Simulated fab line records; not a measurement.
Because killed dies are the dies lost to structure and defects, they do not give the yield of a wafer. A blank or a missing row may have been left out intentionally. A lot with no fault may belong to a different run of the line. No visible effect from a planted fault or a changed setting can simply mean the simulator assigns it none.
Code-filled problem report in 8D (eight disciplines) form || flow n5Finfet || the parts of the form that need people (team, actions taken, sign-off) are left out

1. WHAT WENT WRONG
barrierFieldEndpointS at N5_BEOL_M1_CMP_52 reads a mean of 19.5 s on 1 wafer of 1 lot; wafers without a fault read 25.2 s with a standard deviation of 0.79. That is -7.2 standard deviations from the usual mean.
The step: polishes, stops on SiOC, t overpolish 6.8 s, target thk 40 nm.
Seen first at day 10 07:42 on cmp-04, wafer L877.4. Wafers with a number at this step in the record: 26, from 9 lots. Rule for "out" (also "out of limits"): further than 4 standard deviations from the usual mean. The rest of the wafers with a number are treated as sound.

2. WHAT IT IS AND WHAT IT IS NOT
{"question": "which readings at this step", "is": "barrierFieldEndpointS", "is not": "motorCurrentA, slurryFlowMlMin"}
{"question": "which lots", "is": "L877", "is not": "L863, L867, L868, L870, L875, L876, L884, L885"}
{"question": "which wafers of those lots", "is": "L877.4", "is not": "L877.1"}
{"question": "read on which tools", "is": "cmp-04", "is not": "cmp-02, cmp-03"}
{"question": "when", "is": "from day 10 07:42", "is not": "up to then (19 sound wafers); but 6 sound wafers of L884, L885 came after"}

3. THE SUSPECTS, EACH WITH WHAT RULES IT OUT
Counting: if a tool at a process step up to the reading ran every lot that is out, it stays a suspect. Sound lots after the first of them don't rule it out here, since some wafers of a struck lot are sound.
- pecvd-02 at N5_BEOL_M1_PECVD_72 (deposits SiO2 from TEOS/O2, target thk 16 nm, time 18 s): kept. L877, the lot that is out, went through it at day 9 21:27; up to then, the latest sound lot through it was L875 at day 9 03:35.
- pvdSputter-03 at N5_BEOL_M1_SPUTTER_88 (material Cu, target thk 4.5 nm, time 8.29 s): kept. L877, the lot that is out, went through it at day 10 06:17; up to then, the latest sound lot through it was L867 at day 7 07:23.
- pvdSputter-03 at N5_BEOL_M1_ANNEAL_89 (time 240 s): kept. L877, the lot that is out, went through it at day 10 06:22; up to then, the latest sound lot through it was L867 at day 7 07:28.
- pvdSputter-03 at N5_BEOL_M1_SPUTTER_92 (material Cu, target thk 4.5 nm, time 8.29 s): kept. L877, the lot that is out, went through it at day 10 06:44; up to then, the latest sound lot through it was L867 at day 7 07:50.
- cmp-04 at N5_BEOL_M1_CMP_52 (polishes, stops on SiOC, t overpolish 6.8 s, target thk 40 nm): kept. L877, the lot that is out, went through it at day 10 07:42; up to then, the latest sound lot through it was L876 at day 9 18:24. On those wafers its own readings are out: barrierFieldEndpointS.
- Within pecvd-02 at N5_BEOL_M1_PECVD_72, the wafers that are out were processed in chamber 2 and their sound lot-mates in chamber 1.
- Within cmp-04 at N5_BEOL_M1_CMP_52, the wafers that are out were processed in chamber 3 and their sound lot-mates in chamber 0.
Left after counting: pecvd-02 at N5_BEOL_M1_PECVD_72, pvdSputter-03 at N5_BEOL_M1_SPUTTER_88, pvdSputter-03 at N5_BEOL_M1_ANNEAL_89, pvdSputter-03 at N5_BEOL_M1_SPUTTER_92, cmp-04 at N5_BEOL_M1_CMP_52.

4. THE CAUSE (what the simulator had put in)
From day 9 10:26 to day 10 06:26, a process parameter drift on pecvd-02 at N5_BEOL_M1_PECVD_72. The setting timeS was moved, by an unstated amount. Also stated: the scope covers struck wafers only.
This tool is one of the 5 suspects left after counting.

5. THE CHAIN OF EFFECTS, in route order
One row per reading whose mean, taken over the struck wafers that have a number, lies over 3 standard deviations from the usual. Scope: only readings with a usual standard deviation given in the record; hours: median across lots of the time from each lot's start at the first step in this table that gives one to its start at this step; sigmas: change in usual standard deviations.
{"hours": 0, "step": "N5_BEOL_M1_CMP_52", "reading": "barrierFieldEndpointS", "usual": "25.2 s", "on struck wafers": 19.5, "change": -5.7, "sigmas": -7.2}
Its process steps:
- N5_BEOL_M1_CMP_52: polishes, stops on SiOC, t overpolish 6.8 s, target thk 40 nm.
Later measuring or inspecting steps at which every struck wafer that the step has a row for has a number for every such reading, and none has moved that far: N5_BEOL_M4_RC_MEAS_101.

6. HOW IT WOULD HAVE BEEN CAUGHT EARLIER
In this record no reading fell out of limits until day 10 07:42, 21 hours after the fault had begun at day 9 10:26.
Of the tool readings at N5_BEOL_M1_PECVD_72 for which the record gives a usual standard deviation, none was out on any struck wafer, so an alarm limit of 4 standard deviations on them would not have fired.
By day 10 07:42, every lot that is out (1) had started N5_BEOL_M1_PECVD_72 on pecvd-02. Holding the tool at that point would not have protected any of them.
